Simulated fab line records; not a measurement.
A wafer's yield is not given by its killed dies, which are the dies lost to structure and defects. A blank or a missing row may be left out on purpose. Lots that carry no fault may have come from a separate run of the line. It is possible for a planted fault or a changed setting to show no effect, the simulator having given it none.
One fault through the eyes of 2 desks :: flow n5-finfet :: each desk holds nothing but its own numbers, with what lay behind them at the end

== AT THE METROLOGY DESK ==
Lot by lot, what the gauges showed, no matter which tool ran the lot: averages of those sampled wafers that carry a number. The brackets show how far a lot's mean lies from the usual mean; more than 4 standard deviations puts the lot out of limits, marked OUT.
Columns: A = cd-nm at N5_BEOL_M6_CD_MEAS_18, usual 40.0 nm
lot: L619
first seen here: day 9 11:38
A: 40.4

lot: L621
first seen here: day 10 00:43
A: 39.6

lot: L624
first seen here: day 10 16:48
A: 40.2

lot: L622
first seen here: day 10 17:10
A: 39.5

lot: L627
first seen here: day 11 14:47
A: 40.1

lot: L628
first seen here: day 11 19:27
A: 40.3

lot: L635
first seen here: day 13 17:20
A: 40.1

lot: L640
first seen here: day 15 03:59
A: 40.5

lot: L639
first seen here: day 15 04:34
A: 40.8
This desk's finding: nothing out of limits on any of the 9 lots.

== THE TOOL OWNER'S DESK: rie-diel-05 ==
The tool's own readings at N5_BEOL_M6_ETCH_66 (etches SOC in N2/H2, target depth 80 nm, overetch 16 nm, time 120 s): means of the sampled wafers that have a number, for each lot that ran on this tool. The brackets show how far a lot's mean lies from the usual mean; more than 4 standard deviations puts the lot out of limits, marked OUT.
Columns: A = bias-w at N5_BEOL_M6_ETCH_66, usual 150.0 W; B = drypump-motor-current-A at N5_BEOL_M6_ETCH_66, usual 5.5 A; C = oes-product-au at N5_BEOL_M6_ETCH_66, usual 0.59 a.u.; D = rf-vpp-V at N5_BEOL_M6_ETCH_66, usual 525.1 V; E = showerhead-plenum-p-Torr at N5_BEOL_M6_ETCH_66, usual 2.59 Torr; F = temp-c at N5_BEOL_M6_ETCH_66, usual 40.00 C; G = throttle-valve-pct at N5_BEOL_M6_ETCH_66, usual 17.92 %
lot: L619
first seen here: day 9 12:17
A: 150.0
B: 5.6
C: 0.64
D: 526.0
E: 2.63
F: 39.93
G: 17.92

lot: L627
first seen here: day 11 16:55
A: 150.0
B: 5.7
C: 0.62
D: 524.2
E: 2.52
F: 39.88
G: 17.93

lot: L635
first seen here: day 13 18:35
A: 152.4 (+5.6) OUT
B: 5.8
C: 0.61
D: 528.3
E: 2.53
F: 39.91
G: 17.99
This desk's verdict: out of limits on L635, starting with L635 at day 13 18:35 (bias-w at N5_BEOL_M6_ETCH_66). L619, L627: within limits.

== BROUGHT TOGETHER ==
At day 13 18:35, on L635, the tool owner's desk was in a position to raise an alarm.
At the metrology desk, nothing out of limits was observed.
The metrology desk has L635 on record, within its limits.
Every lot named ran N5_BEOL_M6_ETCH_66 on rie-diel-05.

== WHAT WAS PUT IN BY THE SIMULATOR ==
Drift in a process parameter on rie-diel-05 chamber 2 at N5_BEOL_M6_ETCH_66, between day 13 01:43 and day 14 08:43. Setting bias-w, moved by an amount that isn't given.
Struck lots among those shown: L635.
Hours from the fault's start to each desk's first reading out of limits: the tool owner's desk, 17.
